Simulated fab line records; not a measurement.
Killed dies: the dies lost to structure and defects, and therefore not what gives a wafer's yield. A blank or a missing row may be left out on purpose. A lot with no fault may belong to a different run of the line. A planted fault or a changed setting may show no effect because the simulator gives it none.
2 desks, one fault || flow n5 finfet || what lay behind the numbers comes last; until then each desk has only its own

## FROM THE METROLOGY DESK
Lot by lot, what the gauges showed, no matter which tool ran the lot: averages of those sampled wafers that carry a number. If a lot's mean is further than 4 standard deviations from the usual mean, the lot is out of limits and carries the mark OUT (the distance appears in the brackets). Readings shown: 7 of its 10, picked as those furthest out on some lot.
Columns: A = DIBL_N at N5_BEOL_M4_RC_MEAS_101, usual 36.3 mV/V; B = DIBL_P at N5_BEOL_M4_RC_MEAS_101, usual 36.0 mV/V; C = IOFF_N at N5_BEOL_M4_RC_MEAS_101, usual 0.16 nA/um; D = IOFF_P at N5_BEOL_M4_RC_MEAS_101, usual 0.22 nA/um; E = SS_N at N5_BEOL_M4_RC_MEAS_101, usual 71.7 mV/dec; F = SS_P at N5_BEOL_M4_RC_MEAS_101, usual 73.3 mV/dec; G = VT_N at N5_BEOL_M4_RC_MEAS_101, usual 250 mV
{"lot": "L226", "first seen here": "day 8 12:30", "A": 34.8, "B": 34.5, "C": 0.14, "D": 0.20, "E": 71.5, "F": 73.3, "G": 248}
{"lot": "L227", "first seen here": "day 8 23:58", "A": 37.3, "B": 38.2, "C": 0.18, "D": 0.25, "E": 72.1, "F": 73.6, "G": 247}
{"lot": "L228", "first seen here": "day 9 02:52", "A": 40.9, "B": 40.1, "C": 0.25, "D": 0.31, "E": 72.2, "F": 74.6, "G": 242}
{"lot": "L232", "first seen here": "day 9 21:14", "A": 35.5, "B": 35.4, "C": 0.14, "D": 0.19, "E": 71.5, "F": 73.3, "G": 252}
{"lot": "L234", "first seen here": "day 10 04:07", "A": 37.2, "B": 35.8, "C": 0.16, "D": 0.23, "E": 71.7, "F": 73.1, "G": 252}
{"lot": "L236", "first seen here": "day 11 12:07", "A": 36.1, "B": 35.4, "C": 0.14, "D": 0.22, "E": 72.1, "F": 73.6, "G": 252}
{"lot": "L245", "first seen here": "day 14 04:40", "A": 38.8, "B": 37.5, "C": 0.21, "D": 0.21, "E": 73.0, "F": 73.6, "G": 250}
{"lot": "L246", "first seen here": "day 14 21:55", "A": 35.0, "B": 35.5, "C": 0.13, "D": 0.17, "E": 71.3, "F": 72.7, "G": 253}
{"lot": "L244", "first seen here": "day 15 06:28", "A": 33.6, "B": 35.1, "C": 0.14, "D": 0.19, "E": 70.9, "F": 72.8, "G": 250}
Result from this desk: across the 9 lots, nothing is out of limits.

## DESK OF THE TOOL OWNER: ald sin-04
The tool's own readings at N5_BEOL_M2_ALD_98 (deposits SiO2, target thk 2.5 nm, pulse time 1 s, co reactant pulse time 1 s): means of the sampled wafers that have a number, for each lot that ran on this tool. If a lot's mean is further than 4 standard deviations from the usual mean, the lot is out of limits and carries the mark OUT (the distance appears in the brackets).
Columns: A = heater power w at N5_BEOL_M2_ALD_98, usual 81 W; B = precursor pulse height rel at N5_BEOL_M2_ALD_98, usual 0.995; C = susceptor temp C at N5_BEOL_M2_ALD_98, usual 100.01 C
{"lot": "L227", "first seen here": "day 7 14:48", "A": 81, "B": 1.001, "C": 100.01}
{"lot": "L234", "first seen here": "day 9 04:55", "A": 88, "B": 0.997, "C": "99.46 (-4.2) OUT"}
{"lot": "L244", "first seen here": "day 13 15:53", "A": 81, "B": 0.991, "C": 99.99}
Finding of this desk: L234 out of limits; the first was L234 at day 9 04:55, on susceptor temp C at N5_BEOL_M2_ALD_98. Within limits: L227, L244.

## PUT TOGETHER
On L234, at day 9 04:55, an alarm was possible from the tool owner's desk.
Nothing out of limits was seen by the metrology desk.
The metrology desk has L234 on record, within its limits.
Of the lots named, all ran N5_BEOL_M2_ALD_98 on ald sin-04.

## WHAT HAD BEEN PUT IN BY THE SIMULATOR
ald sin-04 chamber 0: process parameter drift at N5_BEOL_M2_ALD_98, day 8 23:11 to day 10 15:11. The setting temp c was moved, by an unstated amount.
Struck lots among those shown: L234.
Each desk's first reading out of limits, in hours after the fault started: the tool owner's desk, 6.
